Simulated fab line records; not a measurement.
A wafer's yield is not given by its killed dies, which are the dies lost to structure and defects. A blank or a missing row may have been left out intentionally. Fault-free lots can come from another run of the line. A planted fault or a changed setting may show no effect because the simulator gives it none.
Comparing a struck lot with a sound one || flow n5_finfet || 16 steps out of a route of 1938
Sound: these wafers, L752.3, L752.4, L752.6. Struck: wafer L758.5; the same lot's L758.4 was not struck, so it is left out; see the end for the cause.
Per side, at each step with rows, come the tool, then ch with its chambers, and then its first start. Under that, the readings that differ: sound wafers || struck wafers || difference of the means || sigmas: that difference in standard deviations of wafers without a fault.
alike: a reading whose means differ by less than 2 such deviations, as well as words and numbers matching on both sides. not compared: withheld readings; readings where some wafer has no value; bounds like >300 that might hide an equal value; numbers whose values overlap and for which the record gives no deviation.
A row with sigmas, a row that says differs or no value, or rows on one side alone: a step with any of these is where the two part. When numbers do not overlap yet have no deviation, they are printed without sigmas and do not part them. A reading that every wafer of one side lacks parts them only if that side has two wafers or more.

N5_HKMG_FIN_STRIP_93: strips SOC in N2/H2, time 20 s.
  sound on rie_diel-06 ch 2,3, day 5 02:37; struck on rie_diel-02 ch 1, day 6 14:05
  alike: drypump_motor_current_A, oes_product_au, rf_vpp_V, showerhead_plenum_p_Torr, throttle_valve_pct
  not compared: rf_hours_counter_h
then, 1 step without rows for these wafers: N5_HKMG_FIN_WET_ETCH_76 (etches Al2O3 in dNH4OH, stops on La2O3, target depth 2.25 nm, rinse time 30 s).
N5_HKMG_FIN_STRIP_60: strips in N2/H2, time 360 s.
  sound on plasma_asher-01 ch 0,1, day 5 03:01; struck on plasma_asher-02 ch 0, day 6 14:22
  alike: drypump_motor_current_A, heater_power_w
  not compared: rf_hours_counter_h
then, 2 steps without rows for these wafers: N5_HKMG_FIN_WET_ETCH_77 (etches La2O3 in dHCl, stops on HfO2, target depth 2 nm); N5_HKMG_FIN_WET_ETCH_78 (etches Al2O3 in dNH4OH, stops on La2O3, target depth 4.5 nm, rinse time 30 s).
N5_HKMG_FIN_ALD_79: deposits TiN, target thk 1.5 nm, pulse time 1 s, purge time 3 s.
  sound on ald_metal-01 ch 0,1,3, day 5 03:28; struck on ald_metal-02 ch 3, day 6 14:44
{"reading": "heater_power_w (W)", "sound": "1052 905 822", "struck": 718, "difference": -208, "sigmas": -2}
{"reading": "precursor_pulse_height_rel", "sound": "1.038 0.997 1.012", "struck": 0.962, "difference": -0.054, "sigmas": -2}
  not compared: ald_cycles
N5_HKMG_FIN_CVD_62: deposits a-Si from Si2H6, target thk 3 nm, time 20.8 s.
  sound on thermal_cvd_si-02 ch 0,1,2, day 5 03:49; struck on thermal_cvd_si-02 ch 2, day 6 15:08
  alike: heater_power_w
then, 5 steps without rows for these wafers: N5_HKMG_FIN_RTA_80 (time 2 s); N5_HKMG_FIN_PRECLEAN_64 (cleans in dHF, time 30 s); N5_HKMG_FIN_WET_ETCH_65 (etches a-Si in TMAH, stops on TiN, time 49 s, target depth 3 nm); N5_HKMG_FIN_WET_ETCH_81 (etches TiN in SC1, stops on HfO2, time 57 s, target depth 6 nm); N5_HKMG_FIN_WET_ETCH_82 (etches La2O3 in dHCl, stops on HfO2, target depth 2 nm, rinse time 30 s).
N5_HKMG_FIN_ALD_36: deposits TiN, target thk 1 nm, pulse time 1 s, purge time 3 s.
  sound on ald_metal-03 ch 1,2, day 5 04:34; struck on ald_metal-03 ch 0, day 6 15:49
{"reading": "ald_cycles", "sound": "47 47 47", "struck": 38, "difference": -9, "sigmas": ""}
  alike: heater_power_w, precursor_pulse_height_rel
N5_HKMG_FIN_THK_MEAS_70: measures by xrf.
  sound on film_metro-02, day 5 04:51; struck on film_metro-02, day 6 16:05
  alike: HK_THK
-- record jumps: 4 days separate the struck wafers' starts on either side; left off in module HKMG_FIN, taken up again in module BEOL_M4, whose first shown step is the route's number 1111 --
N5_BEOL_M4_RC_MEAS_101:
  sound on prober-01 ch 0, day 9 02:23; struck on prober-02 ch 0, day 10 09:55
  alike: DIBL_N, DIBL_P, IOFF_N, IOFF_P, ION_N, ION_P, SS_N, SS_P, VT_N, VT_P
-- the record jumps here: 5 days lie between the struck wafers' starts before and after (it left off in module BEOL_M4 and takes up again in module PASSIVATION, whose first step shown is number 1936 of the route) --
N5_PASSIVATION_PROBE_49:
  sound on prober-02, day 13 13:58; struck on prober-02, day 14 23:49
{"reading": "defect_limited_yield (%)", "sound": "91.3 91.0 90.7", "struck": 87.8, "difference": -3.2, "sigmas": -2}
{"reading": "killed_at_M4_up", "sound": "10 8 13", "struck": 23, "difference": "+13", "sigmas": "+3"}
{"reading": "killed_dies", "sound": "103 106 110", "struck": 144, "difference": "+38", "sigmas": "+2"}
{"reading": "killed_open", "sound": "69 73 70", "struck": 105, "difference": "+34", "sigmas": "+3"}
{"reading": "sort_bin_5_function (%)", "sound": "5.5 5.2 5.0", "struck": 7.7, "difference": "+2.5", "sigmas": "+3"}
{"reading": "sort_n_pass", "sound": "1077 1074 1070", "struck": 1036, "difference": -38, "sigmas": -2}
{"reading": "sort_yield_pct (%)", "sound": "91.3 91.0 90.7", "struck": 87.8, "difference": -3.2, "sigmas": -2}
  alike: killed_at_M0_to_M3, killed_at_contacts, killed_at_front_end, killed_at_other, killed_short, sort_bin_6_memory

== WHERE THEY PART ==
At N5_HKMG_FIN_ALD_79 first; at N5_PASSIVATION_PROBE_49 last (within this record only).

WHY: whatever the simulator had introduced
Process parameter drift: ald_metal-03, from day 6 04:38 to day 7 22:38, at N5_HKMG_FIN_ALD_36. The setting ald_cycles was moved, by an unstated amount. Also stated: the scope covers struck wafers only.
